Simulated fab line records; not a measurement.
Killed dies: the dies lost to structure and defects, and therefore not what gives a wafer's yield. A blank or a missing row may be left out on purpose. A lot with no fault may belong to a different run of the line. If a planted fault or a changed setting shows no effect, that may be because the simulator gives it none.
fab line records | flow nand-harc | part 1 of 2: steps 1 to 22 of 36
[record] lots = 5 | wafers = 15 | last-day = 32
route steps=1302 shown A_SIN_REMOVE@951 A_WL_FILL@952 A_CONTACT@983
lots untouched by any fault: they come from a run of this same line in which no faults occurred
start-h: hours from the record's first day to the start of the lot's first wafer shown | wait-h: hours from the lot's prior step to this one | " unchanged from the row above | L1.1+2: several wafers, shown together as one row | - value missing, or start not given | * or withheld: withheld | < > ~ a bound
route shown NAME@n: a module of which the file shows steps, and the number in the route of the first | usual: mean/standard deviation taken from wafers without a fault | same: alike in all rows | chamber/n: place in a boat | sites: per-site readings | _std_site: how widely they spread, as a standard deviation | _edge_site: inner sites' mean taken away from outer sites' mean | radius-mm: how far each site lies from the wafer's centre | mask NAME#n: copy n | behind: tool/chamber where the wafer was last shaped | hold: cause of the lot's hold/its duration in hours/its outcome | device: the transistor (n, p or np) that didn't switch | end of line: at the end of the route, the tests of the same wafers | a step with no rows: only its recipe | killed: not the wafer's yield, but the dies lost to structure and defects at the first sort | map: a wafer's dies, marking killed ones x, the rest . and places with no die _
set.NAME: the setting that was run; set.NAME@STEP: the one run at that earlier step | model.NAME: the simulator's own value behind a step, which no gauge read
certain route steps with their lots: each step a table, each wafer a row
services: the hour from which a tool's chamber was out of use, counted from the record's first day as start-h (under 0 if before that day), plus the number of hours and why
[[steps]]
[step NHARC_A_SIN_REMOVE_INSPECT_04]
[usual] raw-defect-count = 412/93
lot.wafer | tool              | chamber | start-h | wait-h | raw-defect-count
L079.1    | defect-inspect-01 | -       | 494.65  | 0.0    | 430
L079.4    | "                 | -       | "       | "      | 495
L079.5    | "                 | -       | "       | "      | 529
L080.2    | defect-inspect-02 | -       | 502.56  | 0.0    | 314
L080.4    | "                 | -       | "       | "      | 362
L080.6    | "                 | -       | "       | "      | 361
L085.2    | defect-inspect-02 | -       | 547.50  | 0.0    | 564
L085.4    | "                 | -       | "       | "      | 374
L085.5    | "                 | -       | "       | "      | 349
L096.3    | defect-inspect-01 | -       | 656.55  | 0.0    | 307
L096.5    | "                 | -       | "       | "      | 350
L096.6    | "                 | -       | "       | "      | 272
L097.4    | defect-inspect-02 | -       | 664.99  | 0.0    | 430
L097.5    | "                 | -       | "       | "      | 497
L097.6    | "                 | -       | "       | "      | 386
[step NHARC_A_WL_FILL_ALD_00]
[recipe] target-thk-a = 30 | pulse-time-s = 3 | ald-cycles = 30 | temp-c = 300 | material = Al2O3
[usual] heater-power-w = 453/43 | precursor-pulse-height-rel = 1.001/0.02
lot.wafer | tool      | chamber | start-h | wait-h | heater-power-w | precursor-pulse-height-rel
L079.4    | ald-hk-02 | 0       | 494.74  | 0.1    | 452            | 0.996
L079.1    | "         | 1       | "       | "      | 475            | 0.969
L079.5    | "         | 0       | "       | "      | 462            | 1.020
L080.4    | ald-hk-04 | 0       | 502.65  | 0.1    | 426            | 0.998
L080.2    | "         | 1       | "       | "      | 419            | 0.961
L080.6    | "         | 0       | "       | "      | 428            | 1.024
L085.4    | ald-hk-04 | 3       | 547.57  | 0.1    | 439            | 0.969
L085.2    | "         | 0       | "       | "      | 436            | 0.988
L085.5    | "         | 0       | "       | "      | 434            | 0.951
L096.3    | ald-hk-02 | 0       | 656.67  | 0.1    | 476            | 0.989
L096.5    | "         | 2       | "       | "      | 466            | 0.999
L096.6    | "         | 3       | "       | "      | 530            | 0.991
L097.4    | ald-hk-02 | 2       | 667.03  | 2.0    | 474            | 1.014
L097.6    | "         | 0       | "       | "      | 468            | 1.014
L097.5    | "         | 1       | "       | "      | 452            | 1.003
[step NHARC_A_WL_FILL_RTA_01]
[recipe] temp-c = 1000 | time-s = 5
[usual] lamp-power-pct = 33.7/0.6 | lamp_zone_1_pct = 33.7/0.6 | wafer_temp_C_max = 1005.2/1.3
lot.wafer | tool          | chamber | start-h | wait-h | lamp-power-pct | lamp_zone_1_pct | wafer_temp_C_max
L079.1    | rtp-anneal-01 | 0       | 494.97  | -      | 33.2           | 33.2            | 1005.6
L079.4    | "             | 0       | "       | "      | 33.2           | 33.2            | 1006.2
L079.5    | "             | 0       | "       | "      | 33.2           | 33.2            | 1008.4
L080.2    | rtp-anneal-01 | 0       | 502.92  | -      | 33.2           | 33.2            | 1004.6
L080.4    | "             | 0       | "       | "      | 33.2           | 33.2            | 1005.2
L080.6    | "             | 0       | "       | "      | 33.2           | 33.2            | 1007.7
L085.2    | rtp-anneal-01 | 0       | 547.86  | -      | 33.2           | 33.2            | 1005.5
L085.4    | "             | 0       | "       | "      | 33.2           | 33.2            | 1004.3
L085.5    | "             | 0       | "       | "      | 33.2           | 33.2            | 1006.0
L096.3    | rtp-anneal-01 | 0       | 656.93  | -      | 33.2           | 33.3            | 1005.6
L096.5    | "             | 0       | "       | "      | 33.2           | 33.2            | 1005.5
L096.6    | "             | 0       | "       | "      | 33.2           | 33.2            | 1005.7
L097.4    | rtp-anneal-02 | 0       | 667.32  | -      | 34.4           | 34.3            | 1002.6
L097.5    | "             | 0       | "       | "      | 34.3           | 34.3            | 1002.9
L097.6    | "             | 0       | "       | "      | 34.4           | 34.3            | 1003.7
[step NHARC_A_WL_FILL_ALD_02]
[recipe] target-thk-a = 20 | pulse-time-s = 3 | ald-cycles = 100 | temp-c = 450 | material = TiN
[usual] heater-power-w = 1105/100 | precursor-pulse-height-rel = 0.998/0.019
lot.wafer | tool         | chamber | start-h | wait-h | heater-power-w | precursor-pulse-height-rel
L079.1    | ald-metal-04 | 2       | 495.22  | 0.2    | 1098           | 1.007
L079.4    | "            | 0       | "       | "      | 1019           | 0.998
L079.5    | "            | 1       | "       | "      | 997            | 1.017
L080.2    | ald-metal-02 | 2       | 503.11  | 0.2    | 1287           | 0.992
L080.4    | "            | 0       | "       | "      | 1115           | 0.975
L080.6    | "            | 3       | "       | "      | 999            | 0.973
L085.2    | ald-metal-02 | 1       | 548.13  | 0.2    | 1080           | 0.997
L085.4    | "            | 2       | "       | "      | 1308           | 0.993
L085.5    | "            | 3       | "       | "      | 975            | 0.988
L096.3    | ald-metal-01 | 1       | 657.16  | 0.2    | 1175           | 0.998
L096.5    | "            | 3       | "       | "      | 992            | 1.004
L096.6    | "            | 0       | "       | "      | 1253           | 1.010
L097.4    | ald-metal-02 | 1       | 667.49  | 0.1    | 1079           | 1.028
L097.6    | "            | 0       | "       | "      | 1157           | 1.011
L097.5    | "            | 1       | "       | "      | 1096           | 1.010
[step NHARC_A_WL_FILL_CVD_03]
[recipe] target-thk-a = 400 | temp-c = 300 | pressure-torr = 40 | wf6-flow-sccm = 40 | h2-flow-sccm = 1600 | ar-flow-sccm = 1560 | time-s = 279 | material = W
[usual] heater-power-w = 439/17 | mfc-ar-sccm = 1558/4.7 | throttle-valve-pct = 7.88/0.25
lot.wafer | tool     | chamber | start-h | wait-h | heater-power-w | mfc-ar-sccm | throttle-valve-pct
L079.1    | cvd-w-01 | 0       | 495.62  | 0.1    | 461            | 1554        | 7.80
L079.4    | "        | 1       | "       | "      | 463            | 1556        | 7.51
L079.5    | "        | 0       | "       | "      | 475            | 1553        | 7.54
L080.2    | cvd-w-01 | 1       | 503.62  | 0.1    | 464            | 1564        | 7.78
L080.4    | "        | 0       | "       | "      | 470            | 1560        | 7.52
L080.6    | "        | 0       | "       | "      | 476            | 1561        | 7.49
L085.2    | cvd-w-01 | 0       | 548.54  | 0.1    | 427            | 1557        | 7.80
L085.4    | "        | 1       | "       | "      | 448            | 1561        | 7.40
L085.5    | "        | 0       | "       | "      | 439            | 1558        | 7.81
L096.3    | cvd-w-02 | 1       | 657.74  | 0.3    | 426            | 1556        | 8.18
L096.5    | "        | 1       | "       | "      | 435            | 1552        | 7.99
L096.6    | "        | 1       | "       | "      | 432            | 1557        | 7.88
L097.4    | cvd-w-02 | 1       | 667.99  | 0.2    | 437            | 1551        | 7.47
L097.6    | "        | 1       | "       | "      | 434            | 1563        | 8.09
L097.5    | "        | 0       | "       | "      | 432            | 1558        | 7.78
[step NHARC_A_WL_FILL_ETCHBACK_04]
[recipe] target-depth-a = 600 | time-s = 120 | chemistry = NF3
[usual] drypump-motor-current-A = 6.3/0.4 | oes-product-au = 1.004/0.01
lot.wafer | tool         | chamber | start-h | wait-h | drypump-motor-current-A | oes-product-au | rf-hours-counter-h
L079.1    | rie-metal-02 | 1       | 495.99  | 0.3    | 6.2                     | 1.024          | 0.7
L079.4    | "            | 1       | "       | "      | 6.2                     | 1.009          | -
L079.5    | "            | 0       | "       | "      | 5.9                     | 1.015          | -
L080.2    | rie-metal-02 | 1       | 503.94  | 0.3    | 6.2                     | 1.014          | 0.9
L080.4    | "            | 1       | "       | "      | 6.2                     | 1.017          | -
L080.6    | "            | 0       | "       | "      | 5.9                     | 1.003          | -
L085.2    | rie-metal-01 | 0       | 548.87  | 0.3    | 6.6                     | 1.010          | 2.0
L085.4    | "            | 0       | "       | "      | 6.5                     | 1.005          | -
L085.5    | "            | 0       | "       | "      | 6.5                     | 1.002          | -
L096.3    | rie-metal-02 | 0       | 658.29  | 0.4    | 5.8                     | 1.014          | -
L096.5    | "            | 0       | "       | "      | 5.9                     | 1.010          | -
L096.6    | "            | 1       | "       | "      | 6.2                     | 1.000          | -
L097.4    | rie-metal-03 | 1       | 668.36  | 0.3    | 5.6                     | 1.010          | -
L097.6    | "            | 0       | "       | "      | 6.5                     | 1.005          | -
L097.5    | "            | 1       | "       | "      | 5.5                     | 1.014          | -
[step NHARC_A_WL_FILL_ETCHBACK_05]
[recipe] target-depth-a = 220 | time-s = 60 | temp-c = 40 | chemistry = Cl2/BCl3
[usual] drypump-motor-current-A = 6.3/0.4 | oes-product-au = 1.005/0.01
lot.wafer | tool         | chamber | start-h | wait-h | drypump-motor-current-A | oes-product-au | rf-hours-counter-h
L079.1    | rie-metal-02 | 1       | 496.24  | 0.2    | 6.2                     | 1.024          | 0.8
L079.4    | "            | 0       | "       | "      | 5.8                     | 1.005          | -
L079.5    | "            | 1       | "       | "      | 6.2                     | 1.010          | -
L080.2    | rie-metal-02 | 0       | 504.18  | 0.2    | 5.9                     | 1.000          | 1.0
L080.4    | "            | 1       | "       | "      | 6.2                     | 0.998          | -
L080.6    | "            | 1       | "       | "      | 6.2                     | 1.011          | -
L085.2    | rie-metal-01 | 0       | 549.11  | 0.2    | 6.5                     | 0.999          | 2.2
L085.4    | "            | 0       | "       | "      | 6.6                     | 1.004          | -
L085.5    | "            | 1       | "       | "      | 6.6                     | 0.984          | -
L096.3    | rie-metal-02 | 1       | 658.50  | 0.2    | 6.2                     | 0.999          | -
L096.5    | "            | 0       | "       | "      | 5.9                     | 1.027          | -
L096.6    | "            | 1       | "       | "      | 6.2                     | 1.010          | -
L097.4    | rie-metal-03 | 1       | 668.53  | 0.1    | 5.5                     | 1.007          | -
L097.6    | "            | 1       | "       | "      | 5.5                     | 1.012          | -
L097.5    | "            | 0       | "       | "      | 6.5                     | 1.005          | -
[step NHARC_A_WL_FILL_STRIP_27]
[recipe] power-w = 1500 | temp-c = 250 | time-s = 20 | chemistry = N2/H2
[usual] drypump-motor-current-A = 5.8/0.42 | heater-power-w = 328/31
lot.wafer | tool            | chamber | start-h | wait-h | drypump-motor-current-A | heater-power-w | rf-hours-counter-h
L079.1    | plasma-asher-02 | 0       | 496.40  | 0.1    | 6.2                     | 285            | 15
L079.4    | "               | 0       | "       | "      | 6.2                     | 279            | -
L079.5    | "               | 1       | "       | "      | 6.2                     | 361            | -
L080.2    | plasma-asher-02 | 0       | 504.34  | 0.1    | 6.2                     | 284            | 17
L080.4    | "               | 0       | "       | "      | 6.2                     | 286            | -
L080.6    | "               | 1       | "       | "      | 6.2                     | 344            | -
L085.2    | plasma-asher-02 | 0       | 549.33  | 0.2    | 6.2                     | 278            | 22
L085.4    | "               | 0       | "       | "      | 6.2                     | 288            | -
L085.5    | "               | 0       | "       | "      | 6.2                     | 283            | -
L096.3    | plasma-asher-02 | 0       | 658.65  | 0.1    | 6.3                     | 283            | -
L096.5    | "               | 0       | "       | "      | 6.2                     | 288            | -
L096.6    | "               | 1       | "       | "      | 6.2                     | 349            | -
L097.4    | plasma-asher-01 | 0       | 668.69  | 0.1    | 5.6                     | 376            | -
L097.5    | "               | 0       | "       | "      | 5.6                     | 363            | -
L097.6    | "               | 1       | "       | "      | 5.2                     | 315            | -
[step NHARC_A_WL_FILL_STRIP_28]
[recipe] time-s = 1200 | temp-c = 72.5 | chemistry = post-etch-residue-remover
[usual] bath-guard-temp-C = 72.6/0.55
lot.wafer | tool         | chamber | start-h | wait-h | bath-guard-temp-C
L079.4    | wet-bench-09 | 4       | 496.55  | 0.1    | 72.6
L079.1    | "            | 7       | "       | "      | 72.3
L079.5    | "            | 0       | "       | "      | 72.3
L080.4    | wet-bench-09 | 4       | 504.51  | 0.1    | 72.3
L080.6    | "            | 6       | "       | "      | 72.9
L080.2    | "            | 7       | "       | "      | 72.4
L085.5    | wet-bench-07 | 4       | 549.50  | 0.1    | 71.9
L085.2    | "            | 5       | "       | "      | 71.7
L085.4    | "            | 7       | "       | "      | 73.1
L096.3    | wet-bench-04 | 5       | 658.78  | 0.1    | 71.9
L096.5    | "            | 6       | "       | "      | 73.1
L096.6    | "            | 7       | "       | "      | 73.2
L097.4    | wet-bench-04 | 4       | 668.83  | 0.1    | 72.6
L097.5    | "            | 5       | "       | "      | 72.2
L097.6    | "            | 6       | "       | "      | 73.1
[step NHARC_A_WL_FILL_PRECLEAN_06]
[recipe] time-s = 300 | chemistry = DIW
lot.wafer  | tool         | chamber | start-h | wait-h
L079.4+1+5 | wet-bench-09 | 4,7,0   | -       | -
L080.4+6+2 | wet-bench-09 | 4,6,7   | -       | -
L085.5+2+4 | wet-bench-07 | 4,5,7   | -       | -
L096.3+5+6 | wet-bench-04 | 5,6,7   | -       | -
L097.4+5+6 | wet-bench-04 | 4,5,6   | -       | -
[step NHARC_A_WL_FILL_SRD_07]
lot.wafer  | tool         | chamber | start-h | wait-h
L079.4+1+5 | wet-bench-09 | 4,7,0   | -       | -
L080.4+6+2 | wet-bench-09 | 4,6,7   | -       | -
L085.5+2+4 | wet-bench-07 | 4,5,7   | -       | -
L096.3+5+6 | wet-bench-04 | 5,6,7   | -       | -
L097.4+5+6 | wet-bench-04 | 4,5,6   | -       | -
[step NHARC_A_WL_FILL_ANNEAL_08]
[recipe] temp-c = 450 | time-s = 1800
[usual] spike-tc-bottom-C = 472.9/1.6 | zone-power-centre-pct = 6.1/0.49 | zone-power-lower-pct = 4.55/0.085
lot.wafer | tool       | chamber | start-h | wait-h | spike-tc-bottom-C | zone-power-centre-pct | zone-power-lower-pct
L079.1    | furnace-08 | 0       | 500.73  | -      | 472.5             | 6.6                   | 4.58
L079.4    | "          | 0       | "       | "      | 473.9             | 6.5                   | 4.52
L079.5    | "          | 0       | "       | "      | 471.3             | 6.5                   | 4.51
L080.2    | furnace-01 | 0       | 508.21  | -      | 474.2             | 5.6                   | 4.58
L080.4    | "          | 0       | "       | "      | 472.6             | 5.5                   | 4.52
L080.6    | "          | 0       | "       | "      | 473.1             | 5.6                   | 4.54
L085.2    | furnace-08 | 0       | 554.61  | -      | 472.4             | 6.6                   | 4.52
L085.4    | "          | 0       | "       | "      | 473.8             | 6.6                   | 4.44
L085.5    | "          | 0       | "       | "      | 473.1             | 6.6                   | 4.46
L096.3    | furnace-08 | 0       | 663.14  | -      | 472.5             | 6.5                   | 4.49
L096.5    | "          | 0       | "       | "      | 473.1             | 6.6                   | 4.49
L096.6    | "          | 0       | "       | "      | 472.9             | 6.6                   | 4.53
L097.4    | furnace-01 | 0       | 673.45  | -      | 473.8             | 5.6                   | 4.55
L097.5    | "          | 0       | "       | "      | 473.0             | 5.7                   | 4.55
L097.6    | "          | 0       | "       | "      | 473.2             | 5.6                   | 4.58
[step NHARC_A_WL_FILL_ALD_10]
[recipe] target-thk-a = 500 | pulse-time-s = 10 | ald-cycles = 500 | temp-c = 300 | material = SiO2
[usual] heater-power-w = 452/46 | precursor-pulse-height-rel = 0.998/0.021
lot.wafer | tool      | chamber | start-h | wait-h | heater-power-w | precursor-pulse-height-rel
L079.4    | ald-hk-03 | 1       | 502.23  | 0.0    | 492            | 1.010
L079.1    | "         | 3       | 503.29  | 1.1    | 382            | 1.010
L079.5    | "         | 2       | 504.87  | 2.7    | 523            | 1.020
L080.4    | ald-hk-04 | 2       | 510.22  | 0.6    | 418            | 1.005
L080.2    | "         | 0       | 511.24  | 1.6    | 427            | 1.028
L080.6    | "         | 1       | "       | "      | 419            | 0.975
L085.2    | ald-hk-02 | 2       | 556.11  | 0.1    | 464            | 0.992
L085.4    | "         | 1       | 557.65  | 1.6    | 440            | 0.991
L085.5    | "         | 2       | "       | "      | 457            | 0.986
L096.3    | ald-hk-03 | 2       | 666.58  | 2.0    | 552            | 1.009
L096.6    | "         | 2       | 668.64  | 4.1    | 558            | 1.011
L096.5    | "         | 3       | "       | "      | 383            | 0.975
L097.4    | ald-hk-02 | 0       | 675.45  | 0.6    | 466            | 0.966
L097.5    | "         | 3       | 676.98  | 2.1    | 507            | 0.993
L097.6    | "         | 0       | "       | "      | 476            | 0.987
[step NHARC_A_WL_FILL_ETCHBACK_16]
[recipe] target-depth-a = 1200 | time-s = 24 | c4f8-flow-sccm = withheld | o2-flow-sccm = 8 | ar-flow-sccm = withheld | rf-w = 600 | bias-w = 800 | chemistry = C4F8/O2/Ar
[usual] bias-w = 799.9/2.3 | oes-product-au = 0.982/0.027 | rf-vpp-V = 721/4.7
lot.wafer | tool        | chamber | start-h | wait-h | bias-w | oes-product-au | rf-hours-counter-h | rf-vpp-V
L079.1    | rie-diel-06 | 1       | -       | -      | 801.1  | 0.995          | 2.5                | 724
L079.4    | "           | 2       | "       | "      | 797.0  | 1.002          | 1.0                | 728
L079.5    | "           | 2       | "       | "      | 797.9  | 1.006          | -                  | 730
L080.2    | rie-diel-13 | 3       | -       | -      | 801.2  | 0.989          | 0.2                | 718
L080.4    | "           | 1       | "       | "      | 796.3  | 1.005          | 0.2                | 718
L080.6    | "           | 3       | "       | "      | 802.7  | 0.991          | -                  | 719
L085.4    | rie-diel-13 | 1       | -       | -      | 799.4  | 0.999          | 1.6                | 718
L085.2    | "           | 0       | "       | "      | 803.9  | 0.996          | 1.7                | 718
L085.5    | "           | 1       | "       | "      | 802.4  | 0.994          | -                  | 717
L096.3    | rie-diel-13 | 2       | -       | -      | 803.3  | 0.925          | 5.5                | 725
L096.5    | "           | 3       | "       | "      | 796.4  | 0.910          | -                  | 718
L096.6    | "           | 0       | "       | "      | 801.5  | 0.925          | -                  | 719
L097.4    | rie-diel-11 | 2       | -       | -      | 800.0  | 0.940          | 1.6                | 717
L097.5    | "           | 1       | "       | "      | 798.8  | 0.997          | -                  | 727
L097.6    | "           | 2       | "       | "      | 800.9  | 0.938          | -                  | 716
[step NHARC_A_WL_FILL_STRIP_29]
[recipe] time-s = 20 | o2-flow-sccm = 500 | ar-flow-sccm = 0 | bias-w = 0 | chemistry = O2
[usual] drypump-motor-current-A = 5.5/0.52 | mfc-ar-sccm = 0.009/0.0098 | oes-product-au = 0.998/0.0083 | rf-vpp-V = 57.7/0.85 | showerhead-plenum-p-Torr = 3.48/0.16 | throttle-valve-pct = 17.035/0.0086
[same] bias-w = 0
lot.wafer | tool        | chamber | start-h | wait-h | drypump-motor-current-A | mfc-ar-sccm | oes-product-au | rf-hours-counter-h | rf-vpp-V | showerhead-plenum-p-Torr | throttle-valve-pct
L079.1    | rie-diel-06 | 0       | 507.05  | 0.1    | 5.5                     | 0.013       | 1.010          | 2.4                | 57.9     | 3.43                     | 17.044
L079.4    | "           | 1       | "       | "      | 5.8                     | 0           | 0.986          | 2.5                | 58.3     | 3.53                     | 17.022
L079.5    | "           | 2       | "       | "      | 5.9                     | 0.000       | 1.003          | -                  | 59.6     | 3.70                     | 17.041
L080.4    | rie-diel-13 | 2       | 514.41  | 0.1    | 6.1                     | 0.010       | 1.005          | 0.2                | 56.6     | 3.63                     | 17.031
L080.2    | "           | 0       | "       | "      | 5.8                     | 0.020       | 1.001          | 0.2                | 58.1     | 3.38                     | 17.039
L080.6    | "           | 3       | "       | "      | 5.2                     | 0           | 0.989          | -                  | 59.2     | 3.37                     | 17.037
L085.4    | rie-diel-13 | 3       | 560.84  | 0.1    | 5.2                     | 0           | 1.003          | 1.9                | 58.5     | 3.37                     | 17.039
L085.2    | "           | 1       | "       | "      | 6.3                     | 0.024       | 0.996          | 1.6                | 57.6     | 3.34                     | 17.016
L085.5    | "           | 3       | "       | "      | 5.2                     | 0           | 0.998          | -                  | 57.6     | 3.37                     | 17.030
L096.3    | rie-diel-13 | 1       | 671.33  | 0.1    | 6.3                     | 0.024       | 0.994          | 5.4                | 56.9     | 3.34                     | 17.032
L096.5    | "           | 2       | "       | "      | 6.2                     | 0.010       | 0.984          | -                  | 58.4     | 3.63                     | 17.029
L096.6    | "           | 3       | "       | "      | 5.2                     | 0           | 0.986          | -                  | 58.2     | 3.37                     | 17.032
L097.4    | rie-diel-11 | 1       | 679.65  | 0.1    | 5.8                     | 0.001       | 0.991          | 2.1                | 58.9     | 3.62                     | 17.035
L097.5    | "           | 0       | "       | "      | 5.4                     | 0           | 0.995          | -                  | 59.6     | 3.73                     | 17.038
L097.6    | "           | 1       | "       | "      | 5.8                     | 0.001       | 0.991          | -                  | 59.6     | 3.62                     | 17.029
[step NHARC_A_WL_FILL_ETCHBACK_17]
[recipe] target-depth-a = 40 | time-s = 26.7 | chemistry = Cl2/BCl3
[usual] drypump-motor-current-A = 6.2/0.37 | oes-product-au = 1.006/0.0098
lot.wafer | tool         | chamber | start-h | wait-h | drypump-motor-current-A | oes-product-au | rf-hours-counter-h
L079.1    | rie-metal-01 | 1       | 507.13  | -      | 6.6                     | 0.982          | 1.3
L079.4    | "            | 1       | "       | "      | 6.6                     | 0.981          | -
L079.5    | "            | 1       | "       | "      | 6.6                     | 0.983          | -
L080.2    | rie-metal-02 | 1       | 514.52  | -      | 6.2                     | 1.015          | 1.1
L080.4    | "            | 0       | "       | "      | 5.9                     | 1.008          | -
L080.6    | "            | 1       | "       | "      | 6.2                     | 1.015          | -
L085.2    | rie-metal-03 | 0       | 560.95  | -      | 6.6                     | 0.995          | 2.0
L085.4    | "            | 0       | "       | "      | 6.6                     | 0.996          | -
L085.5    | "            | 0       | "       | "      | 6.5                     | 1.002          | -
L096.3    | rie-metal-03 | 0       | 671.44  | -      | 6.5                     | 1.004          | -
L096.5    | "            | 0       | "       | "      | 6.5                     | 1.009          | -
L096.6    | "            | 1       | "       | "      | 5.5                     | 1.007          | -
L097.4    | rie-metal-02 | 1       | 679.78  | -      | 6.2                     | 1.002          | -
L097.6    | "            | 1       | "       | "      | 6.2                     | 1.002          | -
L097.5    | "            | 0       | "       | "      | 5.9                     | 1.017          | -
[step NHARC_A_WL_FILL_PRECLEAN_18]
[recipe] time-s = 30 | chemistry = dHF
lot.wafer  | tool         | chamber | start-h | wait-h
L079.1+5+4 | wet-bench-04 | 0,1,2   | 507.32  | 0.2
L080.6+2+4 | wet-bench-04 | 1,2,4   | 514.68  | 0.1
L085.5+2+4 | wet-bench-07 | 3,4,6   | 561.12  | 0.1
L096.6+3+5 | wet-bench-04 | 7,0,1   | 671.61  | 0.1
L097.4+5+6 | wet-bench-09 | 4,5,6   | 679.93  | 0.1
[step NHARC_A_WL_FILL_SRD_21]
lot.wafer  | tool         | chamber | start-h | wait-h
L079.1+5+4 | wet-bench-04 | 0,1,2   | 507.34  | 0.0
L080.6+2+4 | wet-bench-04 | 1,2,4   | 514.71  | 0.0
L085.5+2+4 | wet-bench-07 | 3,4,6   | 561.14  | 0.0
L096.6+3+5 | wet-bench-04 | 7,0,1   | 671.63  | 0.0
L097.4+5+6 | wet-bench-09 | 4,5,6   | 679.95  | 0.0
[step NHARC_A_WL_FILL_CVD_23]
[recipe] target-thk-a = 400 | temp-c = 620 | pressure-mtorr = 200 | time-s = 800 | material = poly-Si
[usual] spike-tc-bottom-C = 643.4/2.3 | zone-power-centre-pct = 8.7/0.99 | zone-power-lower-pct = 9.04/0.25
lot.wafer | tool          | chamber | start-h | wait-h | spike-tc-bottom-C | zone-power-centre-pct | zone-power-lower-pct
L079.1    | lpcvd-poly-03 | 0       | 509.71  | 2.4    | 646.6             | 7.8                   | 8.89
L079.4    | "             | 0       | "       | "      | 643.8             | 7.8                   | 8.98
L079.5    | "             | 0       | "       | "      | 645.7             | 7.8                   | 8.74
L080.2    | lpcvd-poly-04 | 0       | 517.85  | 3.1    | 643.5             | 8.7                   | 9.05
L080.4    | "             | 0       | "       | "      | 642.6             | 8.5                   | 9.05
L080.6    | "             | 0       | "       | "      | 645.5             | 8.8                   | 8.96
L085.2    | lpcvd-poly-03 | 0       | 563.57  | 2.4    | 645.5             | 7.9                   | 8.87
L085.4    | "             | 0       | "       | "      | 643.8             | 7.8                   | 8.91
L085.5    | "             | 0       | "       | "      | 644.2             | 7.7                   | 8.84
L096.3    | lpcvd-poly-02 | 0       | 673.58  | 1.9    | 638.7             | 10.3                  | 9.17
L096.5    | "             | 0       | "       | "      | 640.3             | 10.2                  | 9.37
L096.6    | "             | 0       | "       | "      | 640.1             | 10.3                  | 9.49
L097.4    | lpcvd-poly-04 | 0       | 682.29  | 2.3    | 644.5             | 8.6                   | 9.17
L097.5    | "             | 0       | "       | "      | 642.8             | 8.7                   | 9.08
L097.6    | "             | 0       | "       | "      | 643.6             | 8.8                   | 8.95
[step NHARC_A_WL_FILL_ETCHBACK_26]
[recipe] target-depth-a = 520 | time-s = 13.3 | hbr-flow-sccm = 150 | rf-w = 350 | icp-w = 350 | bias-w = 60 | chemistry = HBr
[usual] bias-w = 60.03/0.16 | drypump-motor-current-A = 5.5/0.48 | oes-product-au = 1.005/0.009 | throttle-valve-pct = 23.266/0.0093
lot.wafer | tool      | chamber | start-h | wait-h | bias-w | drypump-motor-current-A | oes-product-au | rf-hours-counter-h | throttle-valve-pct
L079.1    | rie-si-03 | 3       | 512.31  | 0.4    | 59.77  | 5.2                     | 1.011          | 0.7                | 23.264
L079.4    | "         | 1       | "       | "      | 60.09  | 4.7                     | 1.011          | 0.7                | 23.279
L079.5    | "         | 0       | "       | "      | 60.07  | 5.3                     | 1.008          | -                  | 23.258
L080.2    | rie-si-05 | 2       | 520.40  | 0.4    | 59.66  | 5.0                     | 1.006          | 0.3                | 23.270
L080.4    | "         | 0       | "       | "      | 60.04  | 5.3                     | 1.000          | 0.4                | 23.257
L080.6    | "         | 2       | "       | "      | 60.25  | 5.0                     | 1.018          | -                  | 23.261
L085.2    | rie-si-03 | 3       | 566.17  | 0.4    | 60.17  | 5.2                     | 1.019          | 0.1                | 23.265
L085.4    | "         | 3       | "       | "      | 60.07  | 5.3                     | 1.005          | -                  | 23.273
L085.5    | "         | 1       | "       | "      | 60.02  | 4.7                     | 1.010          | -                  | 23.257
L096.3    | rie-si-06 | 2       | 676.18  | 0.4    | 60.07  | 6.7                     | 1.005          | 0.5                | 23.266
L096.6    | "         | 1       | "       | "      | 60.19  | 5.9                     | 1.010          | -                  | 23.288
L096.5    | "         | 2       | "       | "      | 60.17  | 6.7                     | 0.994          | -                  | 23.275
L097.4    | rie-si-03 | 1       | 684.89  | 0.4    | 59.91  | 4.7                     | 1.008          | 0.9                | 23.261
L097.6    | "         | 1       | "       | "      | 60.09  | 4.7                     | 1.005          | -                  | 23.263
L097.5    | "         | 2       | "       | "      | 60.18  | 5.6                     | 1.012          | -                  | 23.275
[step NHARC_A_WL_FILL_PRECLEAN_30]
[recipe] time-s = 10 | chemistry = dHF
lot.wafer  | tool         | chamber | start-h | wait-h
L079.5+1+4 | wet-bench-07 | 6,0,2   | 512.46  | 0.1
L080.6+2+4 | wet-bench-07 | 0,2,4   | 520.55  | 0.1
L085.4+5+2 | wet-bench-09 | 0,1,2   | 566.34  | 0.1
L096.5+6+3 | wet-bench-07 | 0,4,5   | 676.31  | 0.1
L097.4+5+6 | wet-bench-04 | 6,7,1   | 685.04  | 0.1
[step NHARC_A_WL_FILL_SRD_14]
lot.wafer  | tool         | chamber | start-h | wait-h
L079.5+1+4 | wet-bench-07 | 6,0,2   | 512.48  | 0.0
L080.6+2+4 | wet-bench-07 | 0,2,4   | 520.57  | 0.0
L085.4+5+2 | wet-bench-09 | 0,1,2   | 566.36  | 0.0
L096.5+6+3 | wet-bench-07 | 0,4,5   | 676.33  | 0.0
L097.4+5+6 | wet-bench-04 | 6,7,1   | 685.06  | 0.0
